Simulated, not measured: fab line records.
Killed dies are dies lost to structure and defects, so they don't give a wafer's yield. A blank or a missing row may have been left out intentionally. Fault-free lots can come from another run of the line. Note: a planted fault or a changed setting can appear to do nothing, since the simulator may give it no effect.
A struck lot beside a sound one    flow n5Finfet    33 steps out of a route of 1938
Sound: these wafers, L446.3, L446.5, L446.6. The struck wafers were L439.2, L439.3, L439.5. Last of all comes the cause.
Per side, at each step with rows, come the tool, then ch with its chambers, and then its first start. Under that, the readings that differ: sound wafers    struck wafers    difference of the means    sigmas: that difference in standard deviations of wafers without a fault.
alike: words and numbers the same on both sides, and readings whose means are apart by under 2 such deviations; not compared: readings that were withheld, readings missing a value for some wafer, numbers with overlapping values and no deviation given by the record, and bounds like >300 which may hide the same value.
The two part at a step that has a row with sigmas, a row that says differs or no value, or rows on one side only. Numbers that don't overlap but have no deviation are shown without sigmas and don't part them. A reading that every wafer of one side lacks parts them only if that side has two wafers or more.

N5_BEOL_M14_PRE_CLEAN_42: time 30 s.
  sound on pvdSputter-03 at day 14 00:44; struck on pvdSputter-02 at day 12 14:42
  alike: heaterPowerW
then, 4 steps without rows for these wafers: N5_BEOL_M14_SPUTTER_43 (material TaN, target thk 15 nm, time 24.19 s); N5_BEOL_M14_SPUTTER_44 (material Ta, target thk 15 nm, time 24.19 s); N5_BEOL_M14_SPUTTER_45 (material Cu, target thk 100 nm, time 16.67 s); N5_BEOL_M14_ECD_47 (material Cu, target thk 1248 nm).
N5_BEOL_M14_ANNEAL_48: time 90 s.
  sound on rtpAnneal-02 ch 0, day 14 01:19; struck on rtpAnneal-01 ch 0, day 12 15:15
  alike: wafer_temp_C_max
then, 1 step without rows for these wafers: N5_BEOL_M14_CMP_49 (polishes, stops on SiO2, t overpolish 5.2 s, target thk 560 nm).
N5_BEOL_M14_THK_MEAS_50: measures by xrf.
  sound on filmMetro-02 at day 14 01:50; struck on filmMetro-01 at day 12 15:48
  alike: M14_THK
then, 2 steps without rows for these wafers: N5_BEOL_M14_PRE_CLEAN_52 (time 15 s); N5_BEOL_M14_DEP_53 (deposits SiCN from 3MS/NH3, target thk 50 nm, time 17.8 s).
N5_BEOL_M14_RS_MEAS_54: uses a four-point probe to measure.
  sound on filmMetro-01 at day 14 01:58; struck on filmMetro-02 at day 12 15:56
  alike: M14_RS
N5_BEOL_M14_INSPECT_55: inspects for defects (darkfield).
  sound on defectInspect-01 at day 14 01:59; struck on defectInspect-02 at day 12 15:57
  alike: rawDefectCount
N5_BEOL_M15_ILD_DEP_00: deposits SiO2 from TEOS/O2, target thk 1629.3 nm, time 346.1 s.
  sound on pecvd-01 ch 0,1,2, day 14 02:01; struck on pecvd-04 ch 0,1, day 12 15:59
  no value came back on the struck wafers for any of 5 readings (chamberPressureTorr (Torr), heaterPowerOuterW (W) and others); on the sound wafers chamberPressureTorr (Torr) reads 6.522 6.488 6.518
then, 8 steps without rows for these wafers: N5_BEOL_M15_COAT_58 (time 60 s, resist thk 89 nm); N5_BEOL_M15_COAT_04 (resist thk 800 nm); N5_BEOL_M15_EBR_06; N5_BEOL_M15_SOFTBAKE_05 (time 60 s); N5_BEOL_M15_EXPOSE_07 (exposes mask V14); N5_BEOL_M15_PEB_08 (peb time 90 s); N5_BEOL_M15_DEVELOP_09 (develop time 45 s); N5_BEOL_M15_HARDBAKE_14 (time 120 s).
N5_BEOL_M15_CD_MEAS_10 targets a cd of 360 nm.
  sound on cdSem-02 ch 0, day 14 02:35; struck on cdSem-01 ch 0, day 12 16:40
  alike: cdNm
N5_BEOL_M15_OVL_MEAS_11:
  sound on overlay-01 ch 0, day 14 02:36; struck on overlay-02 ch 0, day 12 16:42
  alike: V14_OVL
N5_BEOL_M15_INSPECT_12: inspects for defects (macro).
  sound on defectInspect-01 at day 14 02:38; struck on defectInspect-02 at day 12 16:43
  alike: rawDefectCount
then, 1 step without rows for these wafers: N5_BEOL_M15_DESCUM_15 (chemistry O2, time 7.9 s).
N5_BEOL_M15_ETCH_59: etches BARC in N2/H2, target depth 89 nm, overetch 26.7 nm, time 67.9 s.
  sound on rieDiel-01 ch 1,2, day 14 02:42; struck on rieDiel-05 ch 0,2,3, day 12 17:02
reading                       sound           struck          difference  sigmas
showerheadPlenumPTorr (Torr)  2.68 2.68 2.62  2.41 2.43 2.47  -0.22       -2
  alike: drypumpMotorCurrentA, oesProductAu, rfVppV, throttleValvePct
  not compared: rfHoursCounterH
N5_BEOL_M15_VIA_ETCH_16: etches SiO2 in C4F8/O2/Ar, target depth 1792.2 nm.
  sound on rieDiel-01 ch 1,2, day 14 02:45; struck on rieDiel-05 ch 0,2,3, day 12 17:05
reading                                    sound              struck             difference  sigmas
oesProductAu (a.u.)                        0.76 0.75 0.64     0.26 0.28 0.31     -0.43       -5
showerheadPlenumPTorr (Torr)               3.61 3.61 3.53     3.28 3.31 3.35     -0.27       -2
throttleValvePct (%)                       30.68 30.69 31.24  30.25 30.29 30.03  -0.68       -4
model.etch.depthNm (nm)                    1616 1623 1643     0 0 0              -1627       
model.coat_of_BEOL_M15_COAT_04.thkNm (nm)  331.6 329 332.6    713.4 710.6 709.6  +380.1      
  alike: C4F8_flow_sccm, drypumpMotorCurrentA, rfVppV
N5_BEOL_M15_STRIP_63: strips in O2.
  sound: rieDiel-01 ch 1,2; struck: rieDiel-05 ch 0,2,3
reading                       sound           struck          difference  sigmas
showerheadPlenumPTorr (Torr)  2.21 2.21 2.15  2.00 1.99 2.03  -0.18       -2
  alike: drypumpMotorCurrentA, oesProductAu, rfVppV, throttleValvePct
  not compared: rfHoursCounterH
N5_BEOL_M15_STRIP_64: strips in O2.
  sound: rieDiel-01 ch 1,2; struck: rieDiel-05 ch 0,2,3
reading                       sound           struck          difference  sigmas
showerheadPlenumPTorr (Torr)  2.21 2.21 2.15  2.00 1.99 2.03  -0.18       -2
  alike: drypumpMotorCurrentA, oesProductAu, rfVppV, throttleValvePct
  not compared: rfHoursCounterH
then, 2 steps without rows for these wafers: N5_BEOL_M15_STRIP_65 (strips in post etch residue remover, time 60 s); N5_BEOL_M15_SRD_66 (time 30 s, dry time 30 s).
N5_BEOL_M15_CD_MEAS_17 targets a cd of 360 nm.
  sound on cdSem-03 at day 14 03:10; struck on cdSem-01 at day 12 17:29
reading    sound              struck  difference                     sigmas
cdNm (nm)  359.8 360.0 359.4  - - -   no value on the struck wafers  
then, 1 step without rows for these wafers: N5_BEOL_M15_COAT_56 (time 60 s, resist thk 550 nm).

## WHERE THEY PART
Last at N5_BEOL_M15_CD_MEAS_17 as far as this record goes, first at N5_BEOL_M15_ILD_DEP_00.

WHY: the cause the simulator had injected
At N5_BEOL_M15_ILD_DEP_00, the step was skipped entirely on pecvd-04 from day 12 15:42 on. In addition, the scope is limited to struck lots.
